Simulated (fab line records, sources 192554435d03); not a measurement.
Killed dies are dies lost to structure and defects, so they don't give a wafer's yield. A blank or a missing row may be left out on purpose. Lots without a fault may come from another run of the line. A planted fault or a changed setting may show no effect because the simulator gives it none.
Which tool did it? | flow n5_finfet | 7 lots, 21 wafers sampled, at 3 steps of a route of 1938

WHAT THE GAUGES READ, wafer by wafer
N5_FIN_SAQP_THK_MEAS_05.
lot  | measured    | on            | thk_nm (nm)
L298 | day 2 02:36 | film_metro-01 | 37.8 37.4 38.1
L300 | day 2 15:17 | film_metro-01 | 37.3 38.5 38.6
L308 | day 4 15:18 | film_metro-02 | 36.8 20.6 21.0
L312 | day 5 15:49 | film_metro-01 | 38.0 38.1 38.1
L315 | day 6 09:10 | film_metro-01 | 37.4 38.2 38.7
L317 | day 6 22:00 | film_metro-01 | 38.8 39.2 38.6
L319 | day 7 09:07 | film_metro-02 | 37.9 37.8 38.1

WHICH TOOL RAN EACH LOT (tool, then ch and the chambers of the sampled wafers, then the start)
lot  | N5_WELL_APT_EPI_41             | N5_FIN_SAQP_HM_DEP_03
L298 | epi_rpcvd-01 ch 0, day 1 22:17 | pecvd-03 ch 0,1,2, day 2 02:31
L300 | epi_rpcvd-04 ch 0, day 2 10:25 | pecvd-01 ch 0,1, day 2 15:10
L308 | epi_rpcvd-02 ch 0, day 4 10:17 | pecvd-01 ch 0,1,2, day 4 15:13
L312 | epi_rpcvd-01 ch 0, day 5 10:48 | pecvd-04 ch 0,1,2, day 5 15:43
L315 | epi_rpcvd-04 ch 0, day 6 04:46 | pecvd-03 ch 0,2, day 6 09:05
L317 | epi_rpcvd-01 ch 0, day 6 17:28 | pecvd-03 ch 0,1, day 6 21:55
L319 | epi_rpcvd-02 ch 0, day 7 04:32 | pecvd-04 ch 0,2, day 7 09:01
- N5_WELL_APT_EPI_41: deposits Si from SiH4/H2, target thk 50 nm, time 297.7 s.
- N5_FIN_SAQP_HM_DEP_03: deposits SiNx from SiH4/NH3/N2, target thk 38 nm, time 33.6 s.

THE ANSWER, worked out from the rows above alone
Rule: what is usual is taken from the lots themselves. Put in order of their means at a reading, lots are off if they are a third of the lots or fewer, leave a main group of 4 or more, and stand apart from it by a gap of 3 or more times the standard deviation of the main group's means; of several such gaps the widest counts. A main group whose means are all the same, to the digits that the tables above print for the reading, isn't used. A lot without any number at a reading at which 4 lots or more have one is off too. The other lots that the step has rows for count as sound.
Off: L308, at N5_FIN_SAQP_THK_MEAS_05 (thk_nm). The main group: mean 38.1 nm, standard deviation 0.35.
A tool fits if, at a process step before that reading, it ran every lot that is off, and no sound lot after the first of them. The gauges at N5_FIN_SAQP_THK_MEAS_05 are tried like those tools. One fits: pecvd-01 at N5_FIN_SAQP_HM_DEP_03. Its last sound lot is L300 (day 2 15:10), its first lot that is off L308 (day 4 15:13): a fault that began between those two fits.

WHAT THE SIMULATOR HAD PUT IN
Process parameter drift: pecvd-01, from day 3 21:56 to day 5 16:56, at N5_FIN_SAQP_HM_DEP_03. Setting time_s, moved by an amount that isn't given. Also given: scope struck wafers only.
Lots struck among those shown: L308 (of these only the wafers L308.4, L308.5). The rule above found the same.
